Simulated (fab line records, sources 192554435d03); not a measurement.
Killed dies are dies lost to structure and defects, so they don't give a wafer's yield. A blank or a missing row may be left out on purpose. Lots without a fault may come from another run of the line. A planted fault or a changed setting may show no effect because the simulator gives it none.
Split-lot experiment | flow n5_finfet | 7 lots, 21 wafers read, on a route of 1938 steps

THE SPLIT
At N5_BEOL_M8_ILD_DEP_00 (deposits SiCOH lowk from DEMS/porogen, target thk 179.75 nm, time 33.4 s), the setting time_s was moved away from the recipe's 33.4 s on 3 of the 21 wafers read, by -13.8% to +14.4%. The other wafers ran this setting at the recipe's value.

FROM THE SPLIT TO THE READING: what the file shows between them, 1 step
- N5_BEOL_M8_CURE_74: cures SiCOH lowk, time 240 s

THE READING
M8_ILD_THK, in nm, at N5_BEOL_M8_THK_MEAS_01. Fault-free wafers of this fab line usually give 155.5 nm, standard deviation 2 nm.

wafer  | tool, chamber at the split | time_s as run, s | against the recipe | M8_ILD_THK, nm | against lot-mates on the recipe
L075.1 | pecvd-04, 1                | 33.4             | recipe             | 152.0          | -
L075.4 | pecvd-04, 0                | 33.4             | recipe             | 154.4          | -
L075.5 | pecvd-04, 1                | 33.4             | recipe             | 152.5          | -
L076.1 | pecvd-04, 0                | 33.4             | recipe             | 150.7          | -
L076.2 | pecvd-04, 1                | 33.4             | recipe             | 153.5          | -
L076.5 | pecvd-04, 0                | 33.4             | recipe             | 155.1          | -
L081.1 | pecvd-04, 0                | 33.4             | recipe             | 151.8          | -
L081.2 | pecvd-04, 1                | 33.4             | recipe             | 154.4          | -
L081.4 | pecvd-04, 1                | 33.4             | recipe             | 157.4          | -
L086.2 | pecvd-04, 0                | 33.4             | recipe             | 152.0          | -
L086.3 | pecvd-04, 2                | 33.4             | recipe             | 153.9          | -
L086.4 | pecvd-04, 1                | 33.4             | recipe             | 156.4          | -
L085.1 | pecvd-03, 2                | 38.21            | +14.4%             | 175.2          | +20.2
L085.4 | pecvd-03, 1                | 38.21            | +14.4%             | 181.6          | +26.6
L085.5 | pecvd-03, 0                | 33.4             | recipe             | 155.0          | -
L088.2 | pecvd-02, 1                | 33.4             | recipe             | 157.3          | -
L088.4 | pecvd-02, 2                | 33.4             | recipe             | 157.1          | -
L088.5 | pecvd-02, 0                | 33.4             | recipe             | 158.0          | -
L095.4 | pecvd-04, 0                | 33.4             | recipe             | 156.0          | -
L095.5 | pecvd-04, 1                | 33.4             | recipe             | 159.2          | -
L095.6 | pecvd-04, 2                | 28.78            | -13.8%             | 136.9          | -20.7

THE FIT
A straight line over all 21 wafers: M8_ILD_THK changes by +1.52 nm for each +1% of time_s; r = +0.95; the points scatter about the line by 2.7 nm.
The same after taking each lot's own level away (the mean of its wafers on the recipe; 21 wafers): +1.58 nm for each +1%; r = +0.98; scatter 1.9 nm.
On that fit, the largest move of time_s shifts the reading by 23 nm.
The lots' own levels span 152.97 to 157.60 nm, that is 2.3 times the standard deviation above.
So the lot-to-lot level changes the slope little: the two slopes agree.
Check: with one of the wafers moved furthest among these (+14.4%) left out of the fit, the line predicts +24.4 nm for it against its lot-mates. It came out at +20.2 nm against them.

OTHER SPLITS ON THESE WAFERS
These wafers also went through other splits before the reading. Each is held against what the fit with the lots' levels taken away leaves over:
other split on the same wafers | wafers away from the commonest value | r with M8_ILD_THK (lot level and that fit taken away)
N5_BEOL_M5_DESCUM_16 time_s    | 9                                    | +0.21
N5_BEOL_M6_ILD_DEP_00 time_s   | 5                                    | +0.40
N5_BEOL_M6_EXPOSE_08 dose_mj   | 7                                    | -0.12
N5_BEOL_M6_COAT_22 spin_rpm    | 10                                   | -0.04

THE WHOLE CHAIN: every reading that the file lists as answering this split, in the file's order
step                   | what it does                                                             | reading                                                                                  | change (the file's fit)              | r (the file's)
N5_BEOL_M8_ILD_DEP_00  | deposits SiCOH lowk from DEMS/porogen, target thk 179.75 nm, time 33.4 s | SiCOH_lowk_of_BEOL_M8_ILD_DEP_00.thk_nm (the simulator's own value, which no gauge read) | +1.79 nm for each +1% of the setting | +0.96
N5_BEOL_M8_CURE_74     | cures SiCOH lowk, time 240 s                                             | SiCOH_lowk_of_BEOL_M8_ILD_DEP_00.thk_nm (the simulator's own value, which no gauge read) | +1.56 nm for each +1% of the setting | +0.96
N5_BEOL_M8_THK_MEAS_01 |                                                                          | M8_ILD_THK                                                                               | +1.56 for each +1% of the setting    | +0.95

THE FILE'S OWN FIT
M8_ILD_THK changes by +1.56 nm for each +1% of time_s, r = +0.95.
